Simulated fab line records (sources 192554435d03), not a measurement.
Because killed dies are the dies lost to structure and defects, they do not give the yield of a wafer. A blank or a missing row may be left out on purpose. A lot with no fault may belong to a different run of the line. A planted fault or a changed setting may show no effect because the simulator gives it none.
One fault seen from 2 desks | flow n5 finfet | numbers are kept per desk, each desk with only its own; the story behind them comes last

## AT THE METROLOGY DESK
Means of the sampled wafers that have a number, per lot and without regard to the tool the lot ran on: this is what the gauges read. A lot is out of limits, marked OUT, if its mean lies more than 4 standard deviations from the usual mean; the brackets give that distance. Shown here are 7 of its 11 readings, the ones lying furthest out on some lot.
Columns: A = DIBL_N at N5_BEOL_M4_RC_MEAS_101, usual 36.4 mV/V; B = DIBL_P at N5_BEOL_M4_RC_MEAS_101, usual 35.8 mV/V; C = IOFF_N at N5_BEOL_M4_RC_MEAS_101, usual 0.158 nA/um; D = IOFF_P at N5_BEOL_M4_RC_MEAS_101, usual 0.21 nA/um; E = SS_P at N5_BEOL_M4_RC_MEAS_101, usual 73.4 mV/dec; F = VT_N at N5_BEOL_M4_RC_MEAS_101, usual 249.8 mV; G = VT_P at N5_BEOL_M4_RC_MEAS_101, usual -250 mV
lot  | first seen here | A    | B    | C     | D    | E    | F     | G
L401 | day 2 19:55     | 37.9 | 38.6 | 0.185 | 0.22 | 74.0 | 247.2 | -252
L404 | day 3 13:49     | 36.9 | 36.2 | 0.161 | 0.24 | 73.7 | 249.7 | -248
L405 | day 3 20:49     | 35.9 | 35.2 | 0.146 | 0.21 | 73.3 | 252.8 | -248
L406 | day 4 02:55     | 36.2 | 37.0 | 0.169 | 0.27 | 74.2 | 248.3 | -246
L409 | day 4 20:19     | 36.1 | 35.9 | 0.149 | 0.18 | 72.6 | 250.6 | -252
L412 | day 5 14:35     | 35.5 | 34.6 | 0.145 | 0.19 | 73.0 | 250.7 | -251
L414 | day 6 03:02     | 37.2 | 37.7 | 0.176 | 0.27 | 73.4 | 247.4 | -244
L415 | day 6 08:21     | 35.0 | 33.5 | 0.138 | 0.19 | 72.9 | 250.5 | -249
L419 | day 7 07:47     | 36.5 | 37.3 | 0.152 | 0.21 | 73.5 | 251.1 | -249
L420 | day 7 13:25     | 31.8 | 31.8 | 0.109 | 0.16 | 72.3 | 254.5 | -253
Result from this desk: across the 10 lots, nothing is out of limits.

## THE TOOL OWNER'S DESK: litho track-01
The tool's own readings at N5_FIN_SAQP_COAT_49 (time 60 s, resist thk 100 nm): means of the sampled wafers that have a number, for each lot that ran on this tool. A lot is out of limits, marked OUT, if its mean lies more than 4 standard deviations from the usual mean; the brackets give that distance.
Columns: A = spin speed rpm at N5_FIN_SAQP_COAT_49, usual 1499.9 rpm
lot  | first seen here | A
L404 | day 3 15:20     | 1501.2
L405 | day 3 22:14     | 1499.6
L406 | day 4 04:30     | 1500.4
L409 | day 5 00:34     | 1498.8
L412 | day 5 16:05     | 1648.9 (+99 or more) OUT
L414 | day 6 04:30     | 1648.3 (+99 or more) OUT
L415 | day 6 10:12     | 1648.0 (+99 or more) OUT
This desk's verdict: out of limits on L412, L414, L415, starting with L412 at day 5 16:05 (spin speed rpm at N5_FIN_SAQP_COAT_49). L404, L405, L406, L409: within limits.

## ALL TOGETHER
At day 5 16:05, on L412, L414, L415, the tool owner's desk was in a position to raise an alarm.
Nothing out of limits was seen by the metrology desk.
The metrology desk holds a record of L412, L414, L415, inside its limits.
Of the lots named, all ran N5_FIN_SAQP_COAT_49 on litho track-01.

## WHAT HAD BEEN PUT IN BY THE SIMULATOR
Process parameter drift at N5_FIN_SAQP_COAT_49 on litho track-01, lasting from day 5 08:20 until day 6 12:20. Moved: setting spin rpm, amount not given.
Shown lots that were struck: L412, L414, L415.
Hours from the fault's start to each desk's first reading out of limits: the tool owner's desk, 8.
